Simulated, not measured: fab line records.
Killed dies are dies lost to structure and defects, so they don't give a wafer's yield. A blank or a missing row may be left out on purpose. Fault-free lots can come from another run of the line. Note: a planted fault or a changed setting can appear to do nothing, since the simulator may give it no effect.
fab line records | flow nand_harc | part 1 of 2: steps 1 to 19 of 24
[record] lots = 5 wafers = 15 last_day = 32
route steps=1302 shown A_CHANNEL_HOLE_D2@571
lots that met no fault: taken from a fault-free run of the same line
start_h: start of the lot's first displayed wafer, in hours after the record's first day | wait_h: hours from the lot's prior step to this one | " identical to the entry in the row above | L1.1+2: several wafers, shown together as one row | - no value, or no start given | * or withheld: withheld | < > ~ a bound
route shown NAME@n: a module of which the file shows steps, and the number in the route of the first | usual: mean and standard deviation over wafers with no fault | same: alike in all rows | chamber/n: place in a boat | sites: the reading at each site | _std_site: standard deviation across them | _edge_site: outer sites' mean less inner sites' | radius_mm: how far each site lies from the wafer's centre | mask NAME#n: copy n | behind: tool/chamber where the wafer was last shaped | hold: cause of the lot's hold/its duration in hours/its outcome | device: transistor that didn't switch, given as n, p or np | end of line: tests run on the same wafers once the route is complete | where a step has no rows: the recipe by itself | killed: dies lost to structure and defects at the first sort, not the wafer's yield | map: a wafer's dies, x killed, . not, _ none there
set.NAME: the run value of the setting; set.NAME@STEP: its run value at that earlier step | model.NAME: the simulator's own value behind a step, which no gauge read
a table for each step, a row for each wafer; lots at some steps of the route
services: from which hour (start_h, from the record's first day; less than 0 if before it) a tool's chamber was out of use, for how many hours, and why
[[steps]]
[step NHARC_A_CHANNEL_HOLE_D2_DEP_01]
[recipe] target_thk_a = 1400 target_thk_nm = 140 temp_c = 400 pressure_torr = 3.5 flow_sccm = 200 rf_w = 350 material = SiON
[usual] heater_power_w = 757/86 rf_fwd_power_W = 348.5/1.1
// columns lot.wafer tool chamber start_h wait_h heater_power_w rf_fwd_power_W
L084.1 pecvd-01 1 400.65 1.6 837 348.7
L084.2 " 2 " " 795 349.0
L084.3 " 0 " " 663 348.0
L087.2 pecvd-01 2 406.25 1.3 695 349.4
L087.3 " 0 " " 725 348.6
L087.5 " 2 " " 700 350.7
L090.3 pecvd-03 0 454.86 1.0 766 349.7
L090.5 " 1 " " 807 348.4
L090.6 " 0 " " 625 348.4
L091.2 pecvd-03 1 457.46 1.3 823 347.6
L091.6 " 0 " " 768 348.9
L091.5 " 1 " " 840 349.2
L094.2 pecvd-02 1 498.85 1.3 741 349.1
L094.1 " 0 " " 838 348.7
L094.5 " 1 " " 738 349.5
[step NHARC_A_CHANNEL_HOLE_D2_DEHYDRATE_02]
[recipe] temp_c = 150 time_s = 120
[usual] exhaust_pa = 44.9/0.92
// columns lot.wafer tool chamber start_h wait_h exhaust_pa
L084.1 litho_track-04 0 400.92 0.2 46.3
L084.2 " 0 " " 45.3
L084.3 " 0 " " 46.2
L087.2 litho_track-04 0 406.52 0.2 43.6
L087.3 " 0 " " 44.5
L087.5 " 0 " " 44.7
L090.3 litho_track-04 0 455.08 0.2 45.3
L090.5 " 0 " " 44.1
L090.6 " 0 " " 44.5
L091.2 litho_track-06 0 457.70 0.2 46.3
L091.5 " 0 " " 47.2
L091.6 " 0 " " 46.6
L094.1 litho_track-04 0 499.12 0.2 45.3
L094.2 " 0 " " 44.9
L094.5 " 0 " " 46.3
[step NHARC_A_CHANNEL_HOLE_D2_HMDS_03]
[recipe] time_s = 30
[usual] exhaust_pa = 45.1/0.93
// columns lot.wafer tool chamber start_h wait_h exhaust_pa
L084.1 litho_track-04 0 - - 45.7
L084.2 " 0 " " 45.8
L084.3 " 0 " " 43.9
L087.2 litho_track-04 0 - - 44.7
L087.3 " 0 " " 45.2
L087.5 " 0 " " 45.5
L090.3 litho_track-04 0 - - 47.0
L090.5 " 0 " " 46.3
L090.6 " 0 " " 45.6
L091.2 litho_track-06 0 - - 45.5
L091.5 " 0 " " 44.7
L091.6 " 0 " " 45.0
L094.1 litho_track-04 0 - - 44.3
L094.2 " 0 " " 42.6
L094.5 " 0 " " 44.7
[step NHARC_A_CHANNEL_HOLE_D2_COAT_36]
[recipe] temp_c = 260 time_s = 75
[usual] exhaust_pa = 45.2/0.9
// columns lot.wafer tool chamber start_h wait_h exhaust_pa
L084.1 litho_track-04 0 - - 45.7
L084.2 " 0 " " 47.1
L084.3 " 0 " " 45.4
L087.2 litho_track-04 0 - - 46.1
L087.3 " 0 " " 45.0
L087.5 " 0 " " 45.6
L090.3 litho_track-04 0 - - 45.0
L090.5 " 0 " " 46.6
L090.6 " 0 " " 45.8
L091.2 litho_track-06 0 - - 45.3
L091.5 " 0 " " 44.4
L091.6 " 0 " " 43.5
L094.1 litho_track-04 0 - - 44.0
L094.2 " 0 " " 44.6
L094.5 " 0 " " 45.1
[step NHARC_A_CHANNEL_HOLE_D2_COAT_37]
[recipe] temp_c = 225 time_s = 65
[usual] exhaust_pa = 45.1/0.72
// columns lot.wafer tool chamber start_h wait_h exhaust_pa
L084.1 litho_track-04 0 - - 44.2
L084.2 " 0 " " 44.8
L084.3 " 0 " " 44.5
L087.2 litho_track-04 0 - - 44.3
L087.3 " 0 " " 43.8
L087.5 " 0 " " 44.9
L090.3 litho_track-04 0 - - 45.7
L090.5 " 0 " " 45.7
L090.6 " 0 " " 45.9
L091.2 litho_track-06 0 - - 45.1
L091.5 " 0 " " 44.3
L091.6 " 0 " " 45.2
L094.1 litho_track-04 0 - - 44.5
L094.2 " 0 " " 44.5
L094.5 " 0 " " 45.3
[step NHARC_A_CHANNEL_HOLE_D2_COAT_04]
[recipe] spin_rpm = 1500 resist_thk_nm = 90
[usual] exhaust_pa = 44.9/0.88
// columns lot.wafer tool chamber start_h wait_h exhaust_pa
L084.1 litho_track-04 0 - - 45.3
L084.2 " 0 " " 46.3
L084.3 " 0 " " 44.7
L087.2 litho_track-04 0 - - 44.7
L087.3 " 0 " " 44.9
L087.5 " 0 " " 44.6
L090.3 litho_track-04 0 - - 46.3
L090.5 " 0 " " 43.4
L090.6 " 0 " " 43.6
L091.2 litho_track-06 0 - - 44.7
L091.5 " 0 " " 44.7
L091.6 " 0 " " 45.7
L094.1 litho_track-04 0 - - 44.1
L094.2 " 0 " " 44.5
L094.5 " 0 " " 44.4
[step NHARC_A_CHANNEL_HOLE_D2_SOFTBAKE_05]
[recipe] temp_c = 105 time_s = 55
[usual] exhaust_pa = 45.1/0.9
// columns lot.wafer tool chamber start_h wait_h exhaust_pa
L084.1 litho_track-04 0 - - 45.1
L084.2 " 0 " " 44.8
L084.3 " 0 " " 43.8
L087.2 litho_track-04 0 - - 44.5
L087.3 " 0 " " 45.1
L087.5 " 0 " " 44.3
L090.3 litho_track-04 0 - - 44.4
L090.5 " 0 " " 43.8
L090.6 " 0 " " 45.0
L091.2 litho_track-06 0 - - 43.2
L091.5 " 0 " " 44.9
L091.6 " 0 " " 44.7
L094.1 litho_track-04 0 - - 45.3
L094.2 " 0 " " 44.1
L094.5 " 0 " " 44.2
[step NHARC_A_CHANNEL_HOLE_D2_EBR_06]
[usual] exhaust_pa = 45.2/0.97
// columns lot.wafer tool chamber start_h wait_h exhaust_pa
L084.1 litho_track-04 0 - - 44.7
L084.2 " 0 " " 45.4
L084.3 " 0 " " 44.6
L087.2 litho_track-04 0 - - 45.3
L087.3 " 0 " " 46.8
L087.5 " 0 " " 45.4
L090.3 litho_track-04 0 - - 45.7
L090.5 " 0 " " 45.1
L090.6 " 0 " " 44.7
L091.2 litho_track-06 0 - - 43.8
L091.5 " 0 " " 43.5
L091.6 " 0 " " 43.5
L094.1 litho_track-04 0 - - 45.8
L094.2 " 0 " " 45.0
L094.5 " 0 " " 46.3
[step NHARC_A_CHANNEL_HOLE_D2_EXPOSE_07]
[recipe] na = 1.35 target_cd_nm = 100 sigma_outer = 0.3 dose_mj = 59.65 mask_id = HOLE_D2
[same] na = 1.35
// columns lot.wafer tool chamber start_h wait_h mask
L084.1+2+3 arfi_scanner-03 0 401.23 - HOLE_D2#0
L087.2+3+5 arfi_scanner-01 0 406.83 - HOLE_D2#0
L090.3+5+6 arfi_scanner-02 0 455.40 - HOLE_D2#0
L091.2+5+6 arfi_scanner-03 0 458.02 - HOLE_D2#0
L094.1+2+5 arfi_scanner-03 0 499.43 - HOLE_D2#0
[step NHARC_A_CHANNEL_HOLE_D2_PEB_08]
[recipe] peb_temp_c = 100 peb_time_s = 65
[usual] exhaust_pa = 44.9/0.83
// columns lot.wafer tool chamber start_h wait_h exhaust_pa
L084.1 litho_track-01 0 401.29 0.1 44.7
L084.2 " 0 " " 43.5
L084.3 " 0 " " 44.6
L087.2 litho_track-01 0 406.89 0.1 45.6
L087.3 " 0 " " 45.5
L087.5 " 0 " " 46.0
L090.3 litho_track-06 0 455.45 0.0 44.4
L090.5 " 0 " " 45.2
L090.6 " 0 " " 44.9
L091.2 litho_track-01 0 458.07 0.1 44.2
L091.5 " 0 " " 43.8
L091.6 " 0 " " 44.8
L094.1 litho_track-01 0 499.49 0.1 47.1
L094.2 " 0 " " 45.9
L094.5 " 0 " " 44.8
[step NHARC_A_CHANNEL_HOLE_D2_DEVELOP_09]
[recipe] develop_time_s = 35 dev_temp_c = 23
[usual] exhaust_pa = 45.0/0.96
// columns lot.wafer tool chamber start_h wait_h exhaust_pa
L084.1 litho_track-01 0 - - 42.2
L084.2 " 0 " " 42.7
L084.3 " 0 " " 44.5
L087.2 litho_track-01 0 - - 43.2
L087.3 " 0 " " 45.3
L087.5 " 0 " " 46.0
L090.3 litho_track-06 0 - - 44.9
L090.5 " 0 " " 44.9
L090.6 " 0 " " 45.3
L091.2 litho_track-01 0 - - 42.7
L091.5 " 0 " " 44.7
L091.6 " 0 " " 43.5
L094.1 litho_track-01 0 - - 45.0
L094.2 " 0 " " 45.3
L094.5 " 0 " " 44.2
[step NHARC_A_CHANNEL_HOLE_D2_CD_MEAS_10]
[recipe] target_cd_nm = 100 landing_energy_ev = 500
[usual] cd_nm = 99.9/0.51
// columns lot.wafer tool chamber start_h wait_h cd_nm
L084.1 cd_sem-03 0 401.37 - 99.9
L084.2 " 0 " " 98.9
L084.3 " 0 " " 99.5
L087.2 cd_sem-02 0 406.97 - 99.5
L087.3 " 0 " " 99.3
L087.5 " 0 " " 99.2
L090.3 cd_sem-02 0 455.53 - 100.3
L090.5 " 0 " " 99.6
L090.6 " 0 " " 100.3
L091.2 cd_sem-03 0 458.15 - 99.8
L091.5 " 0 " " 99.7
L091.6 " 0 " " 100.5
L094.1 cd_sem-03 0 499.57 - 100.9
L094.2 " 0 " " 100.9
L094.5 " 0 " " 100.5
[step NHARC_A_CHANNEL_HOLE_D2_OVL_MEAS_11]
[usual] overlay_x_nm = -0.2/0.82 overlay_y_nm = -0.2/0.8
// columns lot.wafer tool chamber start_h wait_h overlay_x_nm overlay_y_nm
L084.1 overlay-02 - 401.46 - -0.9 -0.8
L084.2 " - " " -0.8 -0.8
L084.3 " - " " -0.6 -0.5
L087.2 overlay-02 - 407.05 - -1.3 -1.7
L087.3 " - " " -1.2 -1.8
L087.5 " - " " -1.0 -1.7
L090.3 overlay-01 - 455.62 - 0.6 0.1
L090.5 " - " " 0.6 -0.2
L090.6 " - " " 0.6 -0.3
L091.2 overlay-01 - 458.24 - 0.2 0.9
L091.5 " - " " 0.4 0.3
L091.6 " - " " -0.1 -0.1
L094.1 overlay-01 - 499.66 - -0.3 0.9
L094.2 " - " " -0.9 0.4
L094.5 " - " " -0.9 1.0
[step NHARC_A_CHANNEL_HOLE_D2_INSPECT_12]
[usual] raw_defect_count = 29/22
// columns lot.wafer tool chamber start_h wait_h raw_defect_count
L084.1 defect_inspect-02 - 401.49 0.0 12
L084.2 " - " " 9
L084.3 " - " " 12
L087.2 defect_inspect-02 - 407.09 0.0 57
L087.3 " - " " 43
L087.5 " - " " 53
L090.3 defect_inspect-01 - 455.66 0.0 52
L090.5 " - " " 75
L090.6 " - " " 49
L091.2 defect_inspect-01 - 458.28 0.0 7
L091.5 " - " " 13
L091.6 " - " " 18
L094.1 defect_inspect-01 - 499.69 0.0 26
L094.2 " - " " 21
L094.5 " - " " 22
[step NHARC_A_CHANNEL_HOLE_D2_DESCUM_15]
[recipe] time_s = 3 o2_flow_sccm = 200 ar_flow_sccm = 0 bias_power_w = 0 chemistry = O2
[usual] chamber_pressure_mTorr = 60.00/0.053 drypump_motor_current_A = 5.7/0.46 oes_product_au = 1.005/0.011 rf_vpp_V = 57.8/0.91 showerhead_plenum_p_Torr = 1.92/0.1 throttle_valve_pct = 11.311/0.0091
// columns lot.wafer tool chamber start_h wait_h chamber_pressure_mTorr drypump_motor_current_A oes_product_au rf_hours_counter_h rf_vpp_V showerhead_plenum_p_Torr throttle_valve_pct
L084.2 rie_diel-07 2 401.55 0.1 60.04 6.2 1.008 4.5 57.8 2.04 11.304
L084.3 " 3 " " 60.10 6.1 1.022 4.6 60.0 2.03 11.308
L084.1 " 0 " " 60.06 6.0 1.020 4.5 57.3 1.78 11.308
L087.2 rie_diel-08 0 407.16 0.1 59.97 5.1 1.007 1.2 57.7 1.86 11.324
L087.3 " 1 " " 60.00 5.5 1.013 1.1 57.5 1.83 11.310
L087.5 " 3 " " 60.07 5.7 0.996 - 57.2 1.96 11.325
L090.3 rie_diel-07 2 455.71 0.1 59.99 6.2 1.005 8.1 58.0 2.04 11.293
L090.5 " 2 " " 59.94 6.2 1.015 - 57.5 2.04 11.308
L090.6 " 3 " " 60.09 6.1 1.006 - 57.3 2.03 11.293
L091.2 rie_diel-07 0 458.35 0.1 60.02 5.9 1.019 8.1 58.3 1.78 11.296
L091.5 " 2 " " 60.03 6.2 1.018 - 58.0 2.04 11.306
L091.6 " 3 " " 59.94 6.1 1.001 - 58.5 2.03 11.323
L094.2 rie_diel-08 1 499.76 0.1 60.05 5.5 1.011 6.4 59.0 1.82 11.311
L094.1 " 2 " " 60.05 5.4 1.019 6.9 57.9 2.06 11.304
L094.5 " 1 " " 60.09 5.5 1.012 - 56.2 1.82 11.316
[step NHARC_A_CHANNEL_HOLE_D2_ETCH_38]
[recipe] target_depth_a = 390 over_etch_frac = 0.3 time_s = 65 ion_energy_ev = 80 cf4_flow_sccm = 150 ar_flow_sccm = 0 rf_w = 300 bias_w = 100 chemistry = CF4
[usual] chamber_pressure_mTorr = 50.01/0.044 drypump_motor_current_A = 5.6/0.46 oes_product_au = 1.004/0.012 rf_fwd_power_W = 297.4/1.1 rf_vpp_V = 151.4/1.4 showerhead_plenum_p_Torr = 1.77/0.088 throttle_valve_pct = 13.284/0.0088
// columns lot.wafer tool chamber start_h wait_h chamber_pressure_mTorr drypump_motor_current_A oes_product_au rf_fwd_power_W rf_hours_counter_h rf_vpp_V showerhead_plenum_p_Torr throttle_valve_pct
L084.3 rie_diel-07 3 401.64 0.1 50.06 6.1 1.011 297.7 4.6 151.9 1.87 13.283
L084.2 " 1 " " 50.00 4.8 0.996 296.0 4.6 151.6 1.67 13.281
L084.1 " 2 " " 49.96 6.2 0.990 296.8 4.5 153.4 1.88 13.297
L087.2 rie_diel-08 2 407.23 0.1 50.00 5.5 1.014 294.6 0.8 153.0 1.89 13.298
L087.3 " 3 " " 49.95 5.8 0.984 297.5 0.8 150.8 1.81 13.294
L087.5 " 2 " " 50.04 5.5 1.014 294.5 - 153.2 1.89 13.274
L090.3 rie_diel-07 2 455.80 0.1 50.02 6.2 1.003 298.4 8.1 153.5 1.87 13.278
L090.6 " 2 " " 49.99 6.2 1.014 297.8 - 152.8 1.87 13.271
L090.5 " 3 " " 50.00 6.1 1.007 297.2 - 153.3 1.87 13.271
L091.2 rie_diel-07 0 458.43 0.1 50.02 5.9 1.020 298.6 8.1 149.0 1.65 13.278
L091.5 " 2 " " 49.96 6.2 0.999 298.0 - 153.3 1.87 13.280
L091.6 " 3 " " 49.90 6.1 1.007 297.3 - 152.9 1.87 13.272
L094.1 rie_diel-08 3 499.84 0.1 49.96 5.8 1.011 298.7 6.7 150.6 1.80 13.296
L094.2 " 1 " " 49.98 5.5 1.011 297.5 6.4 150.2 1.69 13.269
L094.5 " 0 " " 50.00 5.1 0.996 297.1 - 149.8 1.72 13.285
[step NHARC_A_CHANNEL_HOLE_D2_ETCH_39]
[recipe] target_depth_a = 2600 over_etch_frac = 0.3 time_s = 325 ion_energy_ev = 200 n2_flow_sccm = 150 h2_flow_sccm = 150 ar_flow_sccm = 0 rf_w = 400 bias_w = 150 chemistry = N2/H2
[usual] chamber_pressure_mTorr = 30.000/0.024 drypump_motor_current_A = 5.6/0.45 oes_product_au = 1.004/0.011 rf_fwd_power_W = 399.1/1.1 rf_vpp_V = 431/3.1 showerhead_plenum_p_Torr = 2.04/0.11 throttle_valve_pct = 14.172/0.0087
// columns lot.wafer tool chamber start_h wait_h chamber_pressure_mTorr drypump_motor_current_A oes_product_au rf_fwd_power_W rf_hours_counter_h rf_vpp_V showerhead_plenum_p_Torr throttle_valve_pct
L084.3 rie_diel-07 3 - - 30.026 6.1 1.019 398.2 4.7 434 2.16 14.176
L084.2 " 1 " " 29.996 4.9 0.990 400.4 4.7 426 1.91 14.178
L084.1 " 2 " " 29.960 6.2 1.003 397.4 4.6 433 2.18 14.176
L087.2 rie_diel-08 3 - - 29.988 5.8 1.009 399.7 0.9 430 2.09 14.176
L087.3 " 1 " " 29.988 5.5 1.025 398.9 1.2 428 1.94 14.169
L087.5 " 0 " " 30.065 5.1 1.010 400.6 - 430 1.98 14.167
L090.3 rie_diel-07 0 - - 30.016 6.0 1.014 396.8 7.5 425 1.89 14.168
L090.6 " 1 " " 30.006 4.8 1.003 401.4 - 430 1.91 14.177
L090.5 " 2 " " 29.947 6.2 1.012 398.1 - 434 2.18 14.172
L091.2 rie_diel-07 3 - - 30.018 6.1 1.010 398.8 8.9 434 2.16 14.173
L091.6 " 3 " " 29.984 6.2 1.008 400.6 - 434 2.16 14.187
L091.5 " 0 " " 30.012 6.0 1.012 399.0 - 427 1.89 14.177
L094.2 rie_diel-08 0 - - 29.971 5.1 0.986 399.9 5.9 430 1.98 14.170
L094.1 " 1 " " 29.984 5.6 1.014 399.5 6.5 428 1.94 14.189
L094.5 " 3 " " 29.955 5.8 1.003 398.3 - 433 2.09 14.165
[step NHARC_A_CHANNEL_HOLE_D2_ETCH_34]
[recipe] target_depth_a = 1540 time_s = 77 cf4_flow_sccm = 100 chf3_flow_sccm = 30 ar_flow_sccm = 0 rf_w = 500 bias_w = 200 chemistry = CF4/CHF3
[usual] chamber_pressure_mTorr = 24.999/0.023 drypump_motor_current_A = 5.7/0.46 oes_product_au = 0.959/0.023 rf_fwd_power_W = 496.5/2 rf_vpp_V = 370.7/2.8 showerhead_plenum_p_Torr = 1.58/0.08 throttle_valve_pct = 16.802/0.0085
// columns lot.wafer tool chamber start_h wait_h chamber_pressure_mTorr drypump_motor_current_A oes_product_au rf_fwd_power_W rf_hours_counter_h rf_vpp_V showerhead_plenum_p_Torr throttle_valve_pct
L084.1 rie_diel-07 3 - - 25.000 6.2 0.937 498.9 4.8 373.5 1.66 16.802
L084.3 " 0 " " 24.996 5.9 0.930 494.5 4.7 366.8 1.47 16.804
L084.2 " 1 " " 24.960 4.8 0.920 496.4 4.7 367.8 1.48 16.808
L087.2 rie_diel-08 2 - - 24.992 5.4 0.993 491.6 0.9 373.6 1.69 16.814
L087.3 " 3 " " 25.010 5.8 0.957 499.4 1.0 372.2 1.61 16.801
L087.5 " 1 " " 25.020 5.5 0.993 496.7 - 369.2 1.51 16.805
L090.3 rie_diel-07 1 - - 24.996 4.8 0.921 496.6 7.5 367.7 1.48 16.802
L090.5 " 1 " " 25.017 4.8 0.923 495.1 - 366.4 1.48 16.796
L090.6 " 2 " " 24.994 6.2 0.930 495.8 - 374.1 1.67 16.799
L091.2 rie_diel-07 1 - - 25.027 4.8 0.928 496.7 7.9 366.3 1.48 16.797
L091.6 " 2 " " 24.970 6.2 0.932 496.6 - 373.2 1.67 16.808
L091.5 " 3 " " 25.045 6.1 0.937 496.4 - 373.9 1.66 16.805
L094.2 rie_diel-08 1 - - 25.015 5.5 0.934 499.2 6.5 368.6 1.50 16.803
L094.1 " 2 " " 24.996 5.4 0.938 492.8 7.1 374.1 1.68 16.788
L094.5 " 0 " " 25.022 5.1 0.925 500.8 - 368.9 1.53 16.807
[step NHARC_A_CHANNEL_HOLE_D2_ETCH_16]
[recipe] target_depth_a = 31000 over_etch_frac = 0.3 time_s = 806 ion_energy_ev = 150 o2_flow_sccm = 400 cos_flow_sccm = 20 ar_flow_sccm = 0 rf_w = 500 bias_w = 300 chemistry = O2/COS
[usual] chamber_pressure_mTorr = 19.999/0.016 drypump_motor_current_A = 5.7/0.45 oes_product_au = 1.004/0.01 rf_fwd_power_W = 499.1/1.7 rf_vpp_V = 314.4/2.4 showerhead_plenum_p_Torr = 3.13/0.16 throttle_valve_pct = 28.329/0.0087
// columns lot.wafer tool chamber start_h wait_h chamber_pressure_mTorr drypump_motor_current_A oes_product_au rf_fwd_power_W rf_hours_counter_h rf_vpp_V showerhead_plenum_p_Torr throttle_valve_pct
L084.2 rie_diel-07 2 - - 19.978 6.2 1.013 497.9 4.8 316.9 3.31 28.342
L084.3 " 0 " " 20.004 6.0 0.999 496.3 4.9 310.3 2.91 28.335
L084.1 " 1 " " 19.997 4.8 0.991 499.2 4.8 312.5 2.94 28.314
L087.3 rie_diel-08 2 - - 19.999 5.5 1.012 495.5 1.0 317.5 3.34 28.333
L087.2 " 3 " " 20.002 5.8 0.995 500.2 1.1 315.2 3.19 28.335
L087.5 " 1 " " 20.010 5.5 1.007 497.8 - 313.2 2.99 28.340
L090.3 rie_diel-07 3 - - 19.993 6.1 1.003 501.1 8.4 316.4 3.30 28.344
L090.5 " 3 " " 20.008 6.1 1.004 498.9 - 316.7 3.30 28.328
L090.6 " 0 " " 20.030 6.0 1.015 501.8 - 310.5 2.91 28.331
L091.2 rie_diel-07 1 - - 19.991 4.8 1.002 499.4 8.0 312.7 2.94 28.321
L091.6 " 1 " " 20.001 4.9 1.001 497.2 - 311.9 2.94 28.321
L091.5 " 2 " " 19.995 6.2 0.996 501.6 - 316.8 3.31 28.331
L094.2 rie_diel-08 1 - - 20.036 5.6 1.015 499.3 6.6 310.7 2.98 28.330
L094.1 " 3 " " 20.008 5.8 0.996 499.3 7.0 315.8 3.19 28.340
L094.5 " 0 " " 19.996 5.1 0.992 499.2 - 314.2 3.03 28.323
